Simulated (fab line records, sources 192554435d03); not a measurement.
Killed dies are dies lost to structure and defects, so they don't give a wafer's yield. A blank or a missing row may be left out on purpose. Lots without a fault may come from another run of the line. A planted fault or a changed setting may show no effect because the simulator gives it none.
Chamber matching | flow n5_finfet | N5_BEOL_M2_PECVD_72 on pecvd-03: 3 sister chambers
The step deposits SiO2 from TEOS/O2, target thk 16 nm, time 18 s. 14 wafers are shown with their chamber, then 7 later ones without.

WAFERS WITH THEIR CHAMBER
wafer  | chamber | throttle_valve_pct (%) | heater_power_w (W) | heater_power_outer_w (W)
L935.3 | 1       | 21.7                   | 861                | 513
L935.4 | 1       | 22.0                   | 829                | 507
L935.6 | 2       | 21.7                   | 666                | 401
L937.1 | 2       | 21.6                   | 624                | 372
L937.4 | 0       | 23.0                   | 555                | 315
L937.6 | 1       | 22.0                   | 799                | 470
L938.1 | 0       | 23.3                   | 587                | 351
L938.3 | 1       | 21.7                   | 802                | 480
L938.4 | 0       | 23.2                   | 618                | 363
L940.1 | 0       | 22.9                   | 570                | 348
L940.5 | 0       | 23.1                   | 578                | 341
L940.6 | 1       | 21.7                   | 877                | 526
L949.1 | 0       | 23.3                   | 578                | 329
L949.2 | 1       | 21.9                   | 838                | 489

SIGNATURES (means of the wafers above)
reading              | chamber 0 | chamber 1 | chamber 2 | scatter within a chamber
throttle_valve_pct   | 23.133    | 21.833    | 21.650    | 0.151
heater_power_w       | 581.00    | 834.33    | 645.00    | 26.9
heater_power_outer_w | 341.17    | 497.50    | 386.50    | 19.4
Rule: a wafer's distance from a chamber is the root of the sum, over the readings, of the square of ((its reading less the chamber's mean) divided by the reading's scatter). The wafer belongs to the nearest chamber; if the next one is less than 2 further off, it can't be placed. The scatter: the root of (the sum of the squares of (reading less its chamber's mean) over the shown wafers, divided by (wafers less chambers)).

WAFERS WITHOUT THEIR CHAMBER
wafer  | throttle_valve_pct (%) | heater_power_w (W) | heater_power_outer_w (W)
L949.4 | 22.0                   | 840                | 500
L950.1 | 23.4                   | 615                | 360
L950.4 | 22.0                   | 817                | 497
L950.6 | 21.9                   | 843                | 517
L953.4 | 20.4                   | 801                | 496
L953.5 | 22.0                   | 878                | 547
L953.6 | 23.1                   | 613                | 376

WHICH CHAMBER EACH WENT THROUGH
wafer  | from the rows above | in truth
L949.4 | 1                   | 1
L950.1 | 0                   | 0
L950.4 | 1                   | 1
L950.6 | 1                   | 1
L953.4 | 1                   | 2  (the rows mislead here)
L953.5 | 1                   | 1
L953.6 | 0                   | 0
Placed correctly: 6 of 7. Can't be placed from these rows: 0. Placed wrongly: 1.
